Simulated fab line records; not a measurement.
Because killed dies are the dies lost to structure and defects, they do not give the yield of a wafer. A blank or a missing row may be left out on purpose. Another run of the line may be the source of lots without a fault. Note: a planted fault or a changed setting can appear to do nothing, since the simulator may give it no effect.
Chamber matching / flow n5Finfet / N5_BEOL_M10_ETCH_61 on rieDiel-03 has 4 sister chambers
The step etches SiARC in CF4, target depth 39 nm, time 65 s. 14 wafers are shown with their chamber, then 7 later ones without.

WAFERS, EACH WITH ITS CHAMBER
wafer=L079.4; chamber=1; showerheadPlenumPTorr (Torr)=2.18; throttleValvePct (%)=15.25; oesProductAu (a.u.)=0.77
wafer=L079.5; chamber=3; showerheadPlenumPTorr (Torr)=2.20; throttleValvePct (%)=15.44; oesProductAu (a.u.)=0.78
wafer=L079.6; chamber=0; showerheadPlenumPTorr (Torr)=1.96; throttleValvePct (%)=15.88; oesProductAu (a.u.)=0.60
wafer=L078.1; chamber=0; showerheadPlenumPTorr (Torr)=1.96; throttleValvePct (%)=15.91; oesProductAu (a.u.)=0.61
wafer=L078.5; chamber=0; showerheadPlenumPTorr (Torr)=1.96; throttleValvePct (%)=15.91; oesProductAu (a.u.)=0.61
wafer=L078.6; chamber=3; showerheadPlenumPTorr (Torr)=2.20; throttleValvePct (%)=15.46; oesProductAu (a.u.)=0.79
wafer=L080.1; chamber=3; showerheadPlenumPTorr (Torr)=2.20; throttleValvePct (%)=15.47; oesProductAu (a.u.)=0.76
wafer=L080.3; chamber=0; showerheadPlenumPTorr (Torr)=1.96; throttleValvePct (%)=15.90; oesProductAu (a.u.)=0.60
wafer=L080.6; chamber=1; showerheadPlenumPTorr (Torr)=2.18; throttleValvePct (%)=15.27; oesProductAu (a.u.)=0.75
wafer=L085.2; chamber=3; showerheadPlenumPTorr (Torr)=2.20; throttleValvePct (%)=15.49; oesProductAu (a.u.)=0.76
wafer=L085.5; chamber=2; showerheadPlenumPTorr (Torr)=2.13; throttleValvePct (%)=15.72; oesProductAu (a.u.)=0.58
wafer=L085.6; chamber=3; showerheadPlenumPTorr (Torr)=2.20; throttleValvePct (%)=15.49; oesProductAu (a.u.)=0.76
wafer=L089.1; chamber=3; showerheadPlenumPTorr (Torr)=2.20; throttleValvePct (%)=15.50; oesProductAu (a.u.)=0.74
wafer=L089.5; chamber=1; showerheadPlenumPTorr (Torr)=2.17; throttleValvePct (%)=15.29; oesProductAu (a.u.)=0.74

SIGNATURES, as means of the wafers listed above
reading=showerheadPlenumPTorr; chamber 0=1.9600; chamber 1=2.1767; chamber 2=2.1300; chamber 3=2.2000; scatter within a chamber=0.00258
reading=throttleValvePct; chamber 0=15.9000; chamber 1=15.2700; chamber 2=15.7200; chamber 3=15.4750; scatter within a chamber=0.0199
reading=oesProductAu; chamber 0=0.6050; chamber 1=0.7533; chamber 2=0.5800; chamber 3=0.7650; scatter within a chamber=0.0145
Rule: a wafer's distance from a chamber is the root of the sum, over the readings, of the square of ((its reading less the chamber's mean) divided by the reading's scatter). If the next closest chamber is less than 2 further off than the closest, the wafer can't be placed; otherwise it belongs to the closest. The scatter is the square root of a quotient: the sum, over the shown wafers, of each reading's squared deviation from its chamber's mean, divided by wafers minus chambers.

WAFERS WHOSE CHAMBER IS MISSING
wafer=L089.6; showerheadPlenumPTorr (Torr)=2.12; throttleValvePct (%)=15.73; oesProductAu (a.u.)=0.58
wafer=L094.2; showerheadPlenumPTorr (Torr)=2.19; throttleValvePct (%)=15.52; oesProductAu (a.u.)=0.74
wafer=L094.3; showerheadPlenumPTorr (Torr)=2.17; throttleValvePct (%)=15.30; oesProductAu (a.u.)=0.73
wafer=L094.4; showerheadPlenumPTorr (Torr)=1.95; throttleValvePct (%)=15.96; oesProductAu (a.u.)=0.59
wafer=L090.1; showerheadPlenumPTorr (Torr)=1.95; throttleValvePct (%)=15.97; oesProductAu (a.u.)=0.58
wafer=L090.4; showerheadPlenumPTorr (Torr)=2.19; throttleValvePct (%)=15.51; oesProductAu (a.u.)=0.73
wafer=L090.6; showerheadPlenumPTorr (Torr)=2.17; throttleValvePct (%)=15.30; oesProductAu (a.u.)=0.72

WHICH CHAMBER EACH WENT THROUGH
wafer=L089.6; from the rows above=2; in truth=2
wafer=L094.2; from the rows above=3; in truth=3
wafer=L094.3; from the rows above=1; in truth=1
wafer=L094.4; from the rows above=0; in truth=0
wafer=L090.1; from the rows above=0; in truth=0
wafer=L090.4; from the rows above=3; in truth=3
wafer=L090.6; from the rows above=1; in truth=1
7 of 7 placed correctly. Left unplaced by these rows: 0. 0 placed wrongly.
